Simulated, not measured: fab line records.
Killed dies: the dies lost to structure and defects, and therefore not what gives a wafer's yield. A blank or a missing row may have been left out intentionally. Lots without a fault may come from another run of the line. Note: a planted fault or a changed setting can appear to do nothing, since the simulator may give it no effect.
Which tool did it? | flow nand-harc | 6 lots with 18 wafers sampled at 5 steps, on a route of 1302 steps

WHAT THE GAUGES READ, wafer by wafer
NHARC_END_SORT_01.
lot  | measured     | on        | killed-at-array
L959 | day 29 01:47 | prober-01 | 63 65
L967 | day 30 21:46 | prober-02 | 674 674 674
L968 | day 32 13:49 | prober-01 | 676 675 676

TOOL THAT RAN EACH LOT (tool first, then ch and the chambers of the sampled wafers, then the start)
lot  | NHARC_A_STAIRCASE_ETCH_452                    | NHARC_A_STAIRCASE_DEP_301       | NHARC_A_STAIRCASE_ALD_420        | NHARC_A_STAIRCASE_DEP_325
L951 | rie-diel-11 ch 0,1,2, day 17 21:47 or earlier | pecvd-02 ch 0,1,2, day 17 21:47 | ald-hk-01 ch 1,2,3, day 18 06:40 | pecvd-01 ch 0,2, day 19 05:59
L958 | rie-diel-11 ch 0,1, day 20 04:00 or earlier   | pecvd-01 ch 0,1, day 20 04:00   | ald-hk-03 ch 2,3, day 20 11:53   | pecvd-04 ch 0,2, day 21 16:28
L959 | rie-diel-11 ch 0,3, day 21 03:40 or earlier   | pecvd-04 ch 0,1,2, day 21 03:40 | ald-hk-01 ch 0,1,2, day 21 11:17 | pecvd-02 ch 0,2, day 22 12:50
L965 | rie-diel-02 ch 0,1,3, day 23 00:07 or earlier | pecvd-04 ch 0,2, day 23 00:07   | ald-hk-03 ch 0,1,3, day 23 08:17 | pecvd-04 ch 0,1,2, day 24 08:22
L967 | rie-diel-11 ch 0,1,2, day 23 19:28 or earlier | pecvd-02 ch 0,2, day 23 19:28   | ald-hk-01 ch 0,1,2, day 24 03:44 | pecvd-01 ch 0,1, day 25 00:29
L968 | rie-diel-04 ch 0,1,2, day 24 19:55 or earlier | pecvd-02 ch 1,2, day 24 19:55   | ald-hk-02 ch 1,2,3, day 25 04:08 | pecvd-02 ch 0,2, day 26 09:19
- NHARC_A_STAIRCASE_ETCH_452: etches the open film in CF4/O2, target depth 30 nm, overetch 3 nm, time 16.5 s.
- NHARC_A_STAIRCASE_DEP_301: deposits SiON, target thk 30 nm.
- NHARC_A_STAIRCASE_ALD_420: deposits SiO2, target thk 20 nm, pulse time 6 s, ald cycles 200.
- NHARC_A_STAIRCASE_DEP_325: deposits SiO2, target thk 7200 nm.

THE ANSWER, worked out from the rows above alone
Rule: the lots themselves supply what counts as usual. The widest of any qualifying gaps counts: lots, ordered by their means at a reading, are off when they make up no more than a third of the lots, leave a main group of 4 or more, and stand apart from it by 3 or more times the standard deviation of that group's means. A main group is skipped when, at the precision printed for the reading in the tables above, its means are all equal. Also off: a lot with no number at a reading for which 4 or more lots have one. All remaining lots with rows at the step are treated as sound.
No lot is off at any reading shown: from this, nothing can be told.

WHAT THE SIMULATOR PUT IN
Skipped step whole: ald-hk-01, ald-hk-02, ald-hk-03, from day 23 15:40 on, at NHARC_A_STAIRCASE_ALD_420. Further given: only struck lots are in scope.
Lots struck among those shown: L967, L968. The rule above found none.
